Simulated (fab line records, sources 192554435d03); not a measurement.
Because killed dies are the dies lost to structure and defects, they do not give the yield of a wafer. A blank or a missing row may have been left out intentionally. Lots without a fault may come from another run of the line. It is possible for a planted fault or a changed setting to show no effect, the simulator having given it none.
fab line records	flow n5Finfet
record: lots: 24	wafers: 72	lastDay: 18
route steps=1938 shown BEOL_M6@1250 BEOL_M7@1264
lots that met no fault: taken from a fault-free run of the same line
startH: start of the lot's first displayed wafer, in hours after the record's first day	waitH: hours from the lot's prior step to this one	" repeats the value in the row above	L1.1+2: one row covering several wafers at once	- value missing, or start not given	* or withheld: withheld	< > ~ a bound
route shown NAME@n: NAME is a module with steps in the file, n the number in the route of the first one	usual: average and standard deviation across the fault-free wafers	same: alike in all rows	chamber/n: place in a boat	sites: each site's reading	_std_site: their standard deviation	_edge_site: the outer-site mean with the inner-site mean subtracted	radiusMm: for every site, how far away it sits from the centre of the wafer	mask NAME#n: copy n	behind: the tool/chamber that last shaped the wafer	hold: why the lot was held/for how many hours/how that ended	device: whichever transistor did not switch (one of n, p or np)	end of line: the tests these same wafers got at the end of their route	a step without rows: its recipe alone	killed: not the wafer's yield, but the dies lost to structure and defects at the first sort	map: per-die view of a wafer (x killed, . not killed, _ where there is no die)
set.NAME: the setting that was run; set.NAME@STEP: the one run at that earlier step	model.NAME: the simulator's own value behind a step, which no gauge read
a sample of lots followed through the steps of the route, with each step as a table and each wafer as a row
services: a tool's chamber out of use, with start hour (startH, from the record's first day; less than 0 if before it), hours out, and reason
== steps ==
step: N5_BEOL_M6_PRE_CLEAN_45
recipe: gas: H2/He	timeS: 30	tempC: 250
usual: heaterPowerW: 319/28
lot.wafer	tool	chamber	startH	waitH	heaterPowerW
L074.1	pvdSputter-01	-	193.36	0.0	286
L074.4	"	-	"	"	303
L074.5	"	-	"	"	304
L076.1	pvdSputter-03	-	203.88	0.0	314
L076.3	"	-	"	"	324
L076.5	"	-	"	"	329
L075.3	pvdSputter-03	-	222.55	0.0	293
L075.5	"	-	"	"	294
L075.6	"	-	"	"	318
L078.1	pvdSputter-02	-	225.81	0.0	358
L078.4	"	-	"	"	301
L078.5	"	-	"	"	365
L077.1	pvdSputter-02	-	234.49	0.0	368
L077.5	"	-	"	"	365
L077.6	"	-	"	"	339
L083.1	pvdSputter-02	-	250.76	0.0	307
L083.2	"	-	"	"	367
L083.5	"	-	"	"	305
L079.2	pvdSputter-02	-	251.45	0.0	367
L079.4	"	-	"	"	334
L079.6	"	-	"	"	375
L081.1	pvdSputter-02	-	254.22	0.0	335
L081.2	"	-	"	"	308
L081.5	"	-	"	"	362
L080.1	pvdSputter-01	-	257.25	0.0	297
L080.2	"	-	"	"	293
L080.5	"	-	"	"	298
L082.2	pvdSputter-02	-	270.81	0.0	318
L082.4	"	-	"	"	332
L082.5	"	-	"	"	358
L084.1	pvdSputter-03	-	270.87	0.0	335
L084.4	"	-	"	"	290
L084.5	"	-	"	"	299
L087.3	pvdSputter-01	-	271.93	0.0	305
L087.5	"	-	"	"	255
L087.6	"	-	"	"	310
L085.2	pvdSputter-01	-	284.35	0.0	302
L085.5	"	-	"	"	262
L085.6	"	-	"	"	316
L086.1	pvdSputter-02	-	290.27	0.0	322
L086.3	"	-	"	"	335
L086.4	"	-	"	"	365
L090.1	pvdSputter-03	-	294.59	0.0	341
L090.4	"	-	"	"	324
L090.5	"	-	"	"	323
L088.1	pvdSputter-01	-	296.42	0.0	293
L088.2	"	-	"	"	255
L088.3	"	-	"	"	307
L089.1	pvdSputter-02	-	303.53	0.0	337
L089.4	"	-	"	"	359
L089.6	"	-	"	"	313
L091.1	pvdSputter-02	-	317.85	0.0	312
L091.4	"	-	"	"	339
L091.5	"	-	"	"	326
L092.1	pvdSputter-03	-	320.84	0.0	296
L092.4	"	-	"	"	320
L092.5	"	-	"	"	342
L093.1	pvdSputter-03	-	322.14	0.0	340
L093.4	"	-	"	"	303
L093.6	"	-	"	"	336
L096.1	pvdSputter-02	-	325.98	0.0	304
L096.3	"	-	"	"	319
L096.5	"	-	"	"	357
L094.1	pvdSputter-02	-	328.08	0.0	313
L094.5	"	-	"	"	306
L094.6	"	-	"	"	322
L095.3	pvdSputter-02	-	331.96	0.0	369
L095.5	"	-	"	"	372
L095.6	"	-	"	"	317
L097.2	pvdSputter-03	-	350.20	0.0	330
L097.4	"	-	"	"	344
L097.6	"	-	"	"	319
step: N5_BEOL_M7_CURE_74
recipe: tempC: 385	timeS: 240	ambient: He/Ar	material: SiCOH_lowk
usual: lampPowerPct: 52.32/0.05	wafer_temp_C_max: 386.8/0.78
lot.wafer	tool	chamber	startH	waitH	lampPowerPct	wafer_temp_C_max
L074.1	uvCure-02	2	195.27	0.1	52.31	388.8
L074.4	"	2	"	"	52.40	388.3
L074.5	"	2	"	"	52.31	388.1
L076.1	uvCure-01	0	205.79	0.1	52.34	386.3
L076.3	"	0	"	"	52.36	386.4
L076.5	"	0	"	"	52.30	386.2
L075.3	uvCure-01	1	226.07	0.4	52.30	385.6
L075.5	"	1	"	"	52.28	385.9
L075.6	"	1	"	"	52.25	385.9
L078.1	uvCure-01	1	227.71	0.0	52.25	386.4
L078.4	"	1	"	"	52.39	385.8
L078.5	"	1	"	"	52.30	385.7
L077.1	uvCure-03	0	236.23	0.0	52.30	387.4
L077.5	"	0	"	"	52.35	387.9
L077.6	"	0	"	"	52.28	387.6
L083.1	uvCure-02	2	252.39	0.0	52.33	388.2
L083.2	"	2	"	"	52.30	388.2
L083.5	"	2	"	"	52.35	389.1
L079.2	uvCure-03	2	253.89	0.1	52.29	386.3
L079.4	"	2	"	"	52.41	386.6
L079.6	"	2	"	"	52.32	386.7
L081.1	uvCure-03	2	256.83	0.0	52.39	386.3
L081.2	"	2	"	"	52.31	386.5
L081.5	"	2	"	"	52.27	386.2
L080.1	uvCure-02	1	260.34	0.0	52.35	387.1
L080.2	"	1	"	"	52.31	386.7
L080.5	"	1	"	"	52.25	386.9
L082.2	uvCure-01	2	272.85	0.1	52.25	386.6
L082.4	"	2	"	"	52.33	386.6
L082.5	"	2	"	"	52.30	386.9
L084.1	uvCure-02	0	273.16	0.1	52.30	386.3
L084.4	"	0	"	"	52.42	386.5
L084.5	"	0	"	"	52.39	386.2
L087.3	uvCure-01	2	273.75	0.2	52.25	386.8
L087.5	"	2	"	"	52.22	387.0
L087.6	"	2	"	"	52.35	387.0
L085.2	uvCure-03	1	286.18	0.1	52.42	387.1
L085.5	"	1	"	"	52.35	387.6
L085.6	"	1	"	"	52.30	387.8
L086.1	uvCure-02	0	292.80	0.0	52.27	385.9
L086.3	"	0	"	"	52.34	386.7
L086.4	"	0	"	"	52.34	385.8
L090.1	uvCure-02	1	296.47	0.1	52.28	387.7
L090.4	"	1	"	"	52.31	387.1
L090.5	"	1	"	"	52.32	386.8
L088.1	uvCure-02	1	298.41	0.0	52.37	386.7
L088.2	"	1	"	"	52.36	386.9
L088.3	"	1	"	"	52.23	386.9
L089.1	uvCure-01	1	305.81	0.0	52.35	386.2
L089.4	"	1	"	"	52.33	386.3
L089.6	"	1	"	"	52.32	386.0
L091.1	uvCure-01	1	320.46	0.1	52.31	386.3
L091.4	"	1	"	"	52.27	386.0
L091.5	"	1	"	"	52.28	385.4
L092.1	uvCure-02	0	324.14	0.3	52.34	386.3
L092.4	"	0	"	"	52.27	386.1
L092.5	"	0	"	"	52.32	386.7
L093.1	uvCure-01	1	325.75	0.0	52.33	386.0
L093.4	"	1	"	"	52.31	386.3
L093.6	"	1	"	"	52.24	387.0
L096.1	uvCure-02	0	328.31	0.0	52.34	386.6
L096.3	"	0	"	"	52.32	387.2
L096.5	"	0	"	"	52.35	386.6
L094.1	uvCure-02	2	330.70	0.0	52.38	388.5
L094.5	"	2	"	"	52.33	387.4
L094.6	"	2	"	"	52.25	387.8
L095.3	uvCure-01	2	335.59	0.2	52.31	387.0
L095.5	"	2	"	"	52.37	387.0
L095.6	"	2	"	"	52.41	387.0
L097.2	uvCure-01	2	352.17	0.1	52.37	386.1
L097.4	"	2	"	"	52.38	387.0
L097.6	"	2	"	"	52.36	387.1
step: N5_BEOL_M7_CD_MEAS_18
recipe: pitchNm: 80	targetCdNm: 40
usual: cdNm: 40.0/0.49
lot.wafer	tool	chamber	startH	waitH	cdNm
L074.1	cdSem-02	-	197.38	0.0	40.0
L074.4	"	-	"	"	40.3
L074.5	"	-	"	"	39.9
L076.1	cdSem-01	-	209.98	0.0	40.6
L076.3	"	-	"	"	39.0
L076.5	"	-	"	"	40.3
L075.3	cdSem-01	-	228.61	0.1	40.1
L075.5	"	-	"	"	40.2
L075.6	"	-	"	"	40.3
L078.1	cdSem-01	-	231.36	0.0	39.1
L078.4	"	-	"	"	39.4
L078.5	"	-	"	"	39.0
L077.1	cdSem-02	-	238.98	0.0	39.7
L077.5	"	-	"	"	39.6
L077.6	"	-	"	"	39.5
L083.1	cdSem-03	-	254.78	0.0	40.0
L083.2	"	-	"	"	39.6
L083.5	"	-	"	"	40.3
L079.2	cdSem-01	-	257.62	0.1	39.7
L079.4	"	-	"	"	40.2
L079.6	"	-	"	"	40.9
L081.1	cdSem-03	-	260.57	0.0	39.6
L081.2	"	-	"	"	39.6
L081.5	"	-	"	"	39.2
L080.1	cdSem-02	-	265.51	0.0	39.3
L080.2	"	-	"	"	40.2
L080.5	"	-	"	"	40.1
L082.2	cdSem-01	-	275.84	0.1	39.7
L082.4	"	-	"	"	39.5
L082.5	"	-	"	"	39.4
L084.1	cdSem-02	-	276.74	0.0	40.7
L084.4	"	-	"	"	40.4
L084.5	"	-	"	"	40.5
L087.3	cdSem-01	-	277.18	0.1	40.1
L087.5	"	-	"	"	40.3
L087.6	"	-	"	"	40.5
L085.2	cdSem-02	-	289.61	0.1	40.1
L085.5	"	-	"	"	40.5
L085.6	"	-	"	"	40.1
L086.1	cdSem-03	-	295.72	0.0	39.9
L086.3	"	-	"	"	39.1
L086.4	"	-	"	"	38.7
L090.1	cdSem-03	-	299.97	0.0	40.9
L090.4	"	-	"	"	40.4
L090.5	"	-	"	"	40.1
L088.1	cdSem-01	-	300.67	0.0	40.4
L088.2	"	-	"	"	40.4
L088.3	"	-	"	"	40.1
L089.1	cdSem-01	-	308.98	0.0	39.7
L089.4	"	-	"	"	40.2
L089.6	"	-	"	"	40.1
L091.1	cdSem-02	-	323.07	0.0	39.6
L091.4	"	-	"	"	39.9
L091.5	"	-	"	"	39.7
L092.1	cdSem-02	-	326.42	0.0	40.7
L092.4	"	-	"	"	39.9
L092.5	"	-	"	"	39.9
L093.1	cdSem-01	-	328.63	0.0	40.2
L093.4	"	-	"	"	40.1
L093.6	"	-	"	"	40.1
L096.1	cdSem-03	-	331.97	0.0	40.5
L096.3	"	-	"	"	40.2
L096.5	"	-	"	"	41.0
L094.1	cdSem-03	-	332.47	0.0	40.4
L094.5	"	-	"	"	40.0
L094.6	"	-	"	"	40.3
L095.3	cdSem-02	-	337.05	0.1	40.8
L095.5	"	-	"	"	40.5
L095.6	"	-	"	"	40.5
L097.2	cdSem-03	-	356.12	0.1	39.9
L097.4	"	-	"	"	39.6
L097.6	"	-	"	"	39.8
step: N5_BEOL_M7_STRIP_36
recipe: chemistry: N2/H2	powerW: 450	tempC: 40	pressureMtorr: 20	rfFrequencyHz: 6e+07	overashFraction: 0.3	biasPowerW: 7	h2Frac: 0.5	n2FlowSccm: 200	h2FlowSccm: 200
usual: drypumpMotorCurrentA: 5.8/0.51	oesProductAu: 0.76/0.094	rfVppV: 59.4/1.5	showerheadPlenumPTorr: 2.53/0.072	throttleValvePct: 23.73/0.26
same: overashFraction: 0.3
lot.wafer	tool	chamber	startH	waitH	drypumpMotorCurrentA	oesProductAu	rfHoursCounterH	rfVppV	showerheadPlenumPTorr	throttleValvePct
L074.1	rieDiel-04	3	198.97	0.0	5.7	0.69	246	60.1	2.39	23.86
L074.4	"	0	"	"	6.1	0.71	186	59.7	2.51	23.50
L074.5	"	3	"	"	5.6	0.69	-	59.8	2.39	23.87
L076.1	rieDiel-04	1	211.29	0.0	6.6	0.76	170	59.1	2.43	24.00
L076.3	"	2	"	"	5.5	0.75	179	60.0	2.63	23.60
L076.5	"	2	"	"	5.5	0.75	-	59.4	2.63	23.62
L075.3	rieDiel-02	3	230.40	0.0	4.8	0.72	202	58.5	2.52	23.92
L075.5	"	0	"	"	6.0	0.71	-	61.4	2.51	24.22
L075.6	"	1	"	"	5.9	0.92	-	58.4	2.71	23.33
L078.1	rieDiel-05	2	233.06	0.0	5.5	0.94	3	60.4	2.50	23.47
L078.4	"	0	"	"	5.4	0.68	230	61.1	2.51	23.72
L078.5	"	3	"	"	5.6	0.71	-	57.9	2.51	24.05
L077.1	rieDiel-02	3	243.54	0.0	4.7	0.72	207	59.7	2.52	23.90
L077.5	"	2	"	"	5.6	0.74	-	59.7	2.55	23.41
L077.6	"	3	"	"	4.7	0.71	-	58.2	2.52	23.94
L083.1	rieDiel-05	0	256.11	0.0	5.4	0.68	235	58.9	2.51	23.75
L083.2	"	3	"	"	5.6	0.70	221	56.8	2.50	24.06
L083.5	"	1	"	"	6.7	0.69	-	55.7	2.50	23.86
L079.2	rieDiel-05	3	259.12	0.0	5.6	0.70	221	62.2	2.51	24.06
L079.4	"	1	"	"	6.7	0.68	230	60.0	2.50	23.84
L079.6	"	3	"	"	5.6	0.70	-	63.2	2.50	24.04
L081.1	rieDiel-05	2	264.53	0.0	5.5	0.93	10	58.9	2.49	23.47
L081.2	"	3	"	"	5.6	0.70	223	61.0	2.51	24.08
L081.5	"	0	"	"	5.4	0.68	-	60.3	2.50	23.73
L080.1	rieDiel-05	3	269.71	0.0	5.6	0.70	224	59.3	2.50	24.06
L080.2	"	2	"	"	5.5	0.93	12	58.7	2.49	23.51
L080.5	"	2	"	"	5.5	0.93	-	58.9	2.49	23.47
L084.1	rieDiel-02	3	279.05	0.0	4.7	0.71	215	60.5	2.51	23.89
L084.4	"	2	"	"	5.6	0.74	164	60.5	2.54	23.40
L084.5	"	2	"	"	5.6	0.74	-	58.4	2.54	23.41
L082.2	rieDiel-04	2	279.29	0.0	5.5	0.74	198	59.3	2.63	23.59
L082.4	"	1	"	"	6.6	0.74	192	59.5	2.42	24.04
L082.5	"	3	"	"	5.7	0.92	-	58.8	2.70	23.54
L087.3	rieDiel-04	0	279.69	0.0	6.1	0.70	212	59.7	2.50	23.50
L087.5	"	2	"	"	5.5	0.73	-	57.6	2.63	23.65
L087.6	"	1	"	"	6.6	0.73	-	58.8	2.42	24.03
L085.2	rieDiel-05	3	290.51	0.0	5.6	0.70	231	56.2	2.50	24.07
L085.5	"	1	"	"	6.7	0.68	-	57.5	2.50	23.86
L085.6	"	0	"	"	5.4	0.68	-	60.3	2.50	23.75
L086.1	rieDiel-05	1	296.55	0.0	6.7	0.68	241	58.3	2.50	23.88
L086.3	"	0	"	"	5.4	0.68	247	59.8	2.50	23.76
L086.4	"	1	"	"	6.7	0.68	-	59.4	2.50	23.86
L090.1	rieDiel-02	1	302.35	0.0	5.9	0.87	44	58.9	2.70	23.35
L090.4	"	3	"	"	4.7	0.71	221	60.0	2.51	23.94
L090.5	"	3	"	"	4.8	0.71	-	59.2	2.51	23.94
L088.1	rieDiel-05	0	302.74	0.0	5.4	0.66	248	58.9	2.50	23.77
L088.2	"	1	"	"	6.7	0.68	243	61.1	2.50	23.86
L088.3	"	2	"	"	5.5	0.90	21	58.0	2.49	23.50
L089.1	rieDiel-02	1	310.46	0.0	5.9	0.87	48	60.1	2.70	23.36
L089.4	"	3	"	"	4.8	0.69	-	61.5	2.51	23.94
L089.6	"	2	"	"	5.6	0.72	-	60.9	2.54	23.43
L091.1	rieDiel-05	3	324.98	0.0	5.6	0.69	233	59.1	2.50	24.07
L091.4	"	3	"	"	5.6	0.69	-	62.1	2.50	24.05
L091.5	"	0	"	"	5.4	0.65	-	61.7	2.50	23.76
L092.1	rieDiel-05	1	327.23	0.0	6.7	0.67	249	60.0	2.50	23.85
L092.4	"	1	"	"	6.7	0.67	-	56.5	2.49	23.88
L092.5	"	3	"	"	5.6	0.69	-	56.7	2.50	24.10
L093.1	rieDiel-05	2	331.24	0.0	5.5	0.88	35	58.1	2.48	23.52
L093.4	"	3	"	"	5.6	0.69	-	56.0	2.50	24.06
L093.6	"	2	"	"	5.5	0.88	-	59.3	2.48	23.51
L096.1	rieDiel-02	2	333.99	0.0	5.6	0.72	182	58.1	2.53	23.43
L096.3	"	1	"	"	5.9	0.87	56	60.0	2.70	23.36
L096.5	"	1	"	"	5.9	0.86	-	61.1	2.70	23.39
L094.1	rieDiel-05	2	334.41	0.0	5.5	0.86	36	60.6	2.48	23.53
L094.5	"	1	"	"	6.7	0.67	-	57.5	2.50	23.86
L094.6	"	3	"	"	5.6	0.68	-	59.9	2.50	24.08
L095.3	rieDiel-04	1	338.16	0.0	6.6	0.73	211	60.0	2.41	24.08
L095.5	"	3	"	"	5.7	0.89	-	58.2	2.69	23.56
L095.6	"	2	"	"	5.5	0.72	-	57.2	2.62	23.61
L097.2	rieDiel-05	0	358.22	0.0	5.4	0.95	8	58.9	2.49	23.47
L097.4	"	0	"	"	5.4	0.95	-	59.5	2.49	23.45
L097.6	"	3	"	"	5.6	0.68	-	56.3	2.49	24.08
step: N5_BEOL_M7_THK_MEAS_53
recipe: thkMeasGauge: xrf	reads: Cu_of_BEOL_M7_ECD_50
usual: M7_THK: 80.5/1.9
lot.wafer	tool	chamber	startH	waitH	M7_THK[nm]
L074.1	filmMetro-01	-	201.33	-	80.3
L074.4	"	-	"	"	79.8
L074.5	"	-	"	"	80.1
L076.1	filmMetro-02	-	215.52	-	80.6
L076.3	"	-	"	"	81.8
L076.5	"	-	"	"	80.8
L075.3	filmMetro-01	-	234.28	-	79.3
L075.5	"	-	"	"	78.1
L075.6	"	-	"	"	79.4
L078.1	filmMetro-02	-	235.58	-	80.0
L078.4	"	-	"	"	78.8
L078.5	"	-	"	"	76.6
L077.1	filmMetro-01	-	246.00	-	78.8
L077.5	"	-	"	"	80.4
L077.6	"	-	"	"	79.1
L083.1	filmMetro-01	-	258.41	-	79.3
L083.2	"	-	"	"	77.6
L083.5	"	-	"	"	83.3
L079.2	filmMetro-01	-	261.38	-	78.5
L079.4	"	-	"	"	83.3
L079.6	"	-	"	"	79.9
L081.1	filmMetro-01	-	268.64	-	82.8
L081.2	"	-	"	"	77.8
L081.5	"	-	"	"	80.3
L080.1	filmMetro-01	-	272.40	-	77.9
L080.2	"	-	"	"	82.4
L080.5	"	-	"	"	83.6
L084.1	filmMetro-01	-	281.60	-	80.7
L084.4	"	-	"	"	80.5
L084.5	"	-	"	"	80.9
L082.2	filmMetro-02	-	281.88	-	80.0
L082.4	"	-	"	"	79.6
L082.5	"	-	"	"	81.5
L087.3	filmMetro-02	-	282.42	-	79.4
L087.5	"	-	"	"	81.0
L087.6	"	-	"	"	80.7
L085.2	filmMetro-01	-	294.59	-	76.2
L085.5	"	-	"	"	79.6
L085.6	"	-	"	"	77.6
L086.1	filmMetro-02	-	300.23	-	82.4
L086.3	"	-	"	"	80.0
L086.4	"	-	"	"	79.9
L090.1	filmMetro-02	-	305.28	-	82.7
L090.4	"	-	"	"	82.7
L090.5	"	-	"	"	81.0
L088.1	filmMetro-01	-	306.11	-	77.8
L088.2	"	-	"	"	79.4
L088.3	"	-	"	"	81.0
L089.1	filmMetro-01	-	314.50	-	82.6
L089.4	"	-	"	"	81.6
L089.6	"	-	"	"	79.7
L091.1	filmMetro-02	-	328.04	-	76.9
L091.4	"	-	"	"	77.2
L091.5	"	-	"	"	76.9
L092.1	filmMetro-02	-	330.55	-	80.6
L092.4	"	-	"	"	82.5
L092.5	"	-	"	"	77.8
L093.1	filmMetro-01	-	335.32	-	84.6
L093.4	"	-	"	"	79.6
L093.6	"	-	"	"	84.1
L096.1	filmMetro-02	-	336.32	-	80.9
L096.3	"	-	"	"	83.0
L096.5	"	-	"	"	82.4
L094.1	filmMetro-01	-	337.68	-	83.4
L094.5	"	-	"	"	80.6
L094.6	"	-	"	"	79.5
L095.3	filmMetro-01	-	340.67	-	80.3
L095.5	"	-	"	"	82.3
L095.6	"	-	"	"	79.6
L097.2	filmMetro-02	-	361.46	-	81.7
L097.4	"	-	"	"	82.1
L097.6	"	-	"	"	76.6
step: N5_BEOL_M7_INSPECT_58
recipe: inspectInstrument: darkfield	mode: postDep
usual: rawDefectCount: 77/29
lot.wafer	tool	chamber	startH	waitH	rawDefectCount
L074.1	defectInspect-01	-	201.49	0.0	33
L074.4	"	-	"	"	91
L074.5	"	-	"	"	63
L076.1	defectInspect-01	-	215.70	0.0	40
L076.3	"	-	"	"	61
L076.5	"	-	"	"	56
L075.3	defectInspect-01	-	234.43	0.0	35
L075.5	"	-	"	"	67
L075.6	"	-	"	"	50
L078.1	defectInspect-02	-	235.73	0.0	156
L078.4	"	-	"	"	105
L078.5	"	-	"	"	75
L077.1	defectInspect-01	-	246.15	0.0	120
L077.5	"	-	"	"	95
L077.6	"	-	"	"	88
L083.1	defectInspect-01	-	258.57	0.0	38
L083.2	"	-	"	"	66
L083.5	"	-	"	"	57
L079.2	defectInspect-02	-	261.54	0.0	107
L079.4	"	-	"	"	79
L079.6	"	-	"	"	102
L081.1	defectInspect-02	-	268.79	0.0	111
L081.2	"	-	"	"	100
L081.5	"	-	"	"	65
L080.1	defectInspect-02	-	272.56	0.0	51
L080.2	"	-	"	"	55
L080.5	"	-	"	"	69
L084.1	defectInspect-02	-	281.75	0.0	40
L084.4	"	-	"	"	51
L084.5	"	-	"	"	43
L082.2	defectInspect-02	-	282.04	0.0	90
L082.4	"	-	"	"	111
L082.5	"	-	"	"	99
L087.3	defectInspect-02	-	282.57	0.0	177
L087.5	"	-	"	"	130
L087.6	"	-	"	"	145
L085.2	defectInspect-02	-	294.78	0.0	94
L085.5	"	-	"	"	80
L085.6	"	-	"	"	104
L086.1	defectInspect-02	-	300.39	0.0	51
L086.3	"	-	"	"	78
L086.4	"	-	"	"	62
L090.1	defectInspect-01	-	305.44	0.0	81
L090.4	"	-	"	"	89
L090.5	"	-	"	"	84
L088.1	defectInspect-02	-	306.26	0.0	129
L088.2	"	-	"	"	72
L088.3	"	-	"	"	66
L089.1	defectInspect-01	-	314.65	0.0	53
L089.4	"	-	"	"	38
L089.6	"	-	"	"	42
L091.1	defectInspect-02	-	328.20	0.0	54
L091.4	"	-	"	"	87
L091.5	"	-	"	"	96
L092.1	defectInspect-02	-	330.71	0.0	70
L092.4	"	-	"	"	68
L092.5	"	-	"	"	49
L093.1	defectInspect-01	-	335.51	0.0	41
L093.4	"	-	"	"	42
L093.6	"	-	"	"	38
L096.1	defectInspect-01	-	336.51	0.0	123
L096.3	"	-	"	"	68
L096.5	"	-	"	"	130
L094.1	defectInspect-01	-	337.84	0.0	63
L094.5	"	-	"	"	85
L094.6	"	-	"	"	105
L095.3	defectInspect-01	-	340.82	0.0	41
L095.5	"	-	"	"	57
L095.6	"	-	"	"	55
L097.2	defectInspect-01	-	361.62	0.0	84
L097.4	"	-	"	"	41
L097.6	"	-	"	"	59
== services ==
tool	chamber	startH	hours	kind
uvCure-01	-	177.07	2.1	repair
uvCure-03	-	180.55	2.6	repair
pvdSputter-02	-	185.64	12.6	repair
uvCure-01	-	191.61	6.0	pm
rieDiel-02	0	202.66	7.8	repair
rieDiel-02	2	206.69	6.6	repair
rieDiel-05	2	209.91	-	clean
rieDiel-05	2	209.91	-	consumableReplace:focusRing
uvCure-03	-	213.11	1.6	repair
uvCure-02	-	238.24	6.0	pm
rieDiel-02	3	267.45	4.0	repair
uvCure-03	-	271.63	2.1	pm
rieDiel-02	-	275.75	2.8	pm
uvCure-03	-	287.93	0.3	repair
uvCure-01	-	299.81	3.4	pm
uvCure-02	-	305.01	7.5	pm
uvCure-01	-	318.78	1.0	pm
rieDiel-05	0	325.56	-	clean
rieDiel-05	0	325.56	-	consumableReplace:focusRing
rieDiel-05	0	325.56	16.5	scheduledDown
rieDiel-05	0	325.56	16.5	ventCycle
uvCure-01	-	331.47	2.3	repair
uvCure-01	-	343.58	1.4	repair
rieDiel-05	1	347.76	-	clean
== key ==
fault none
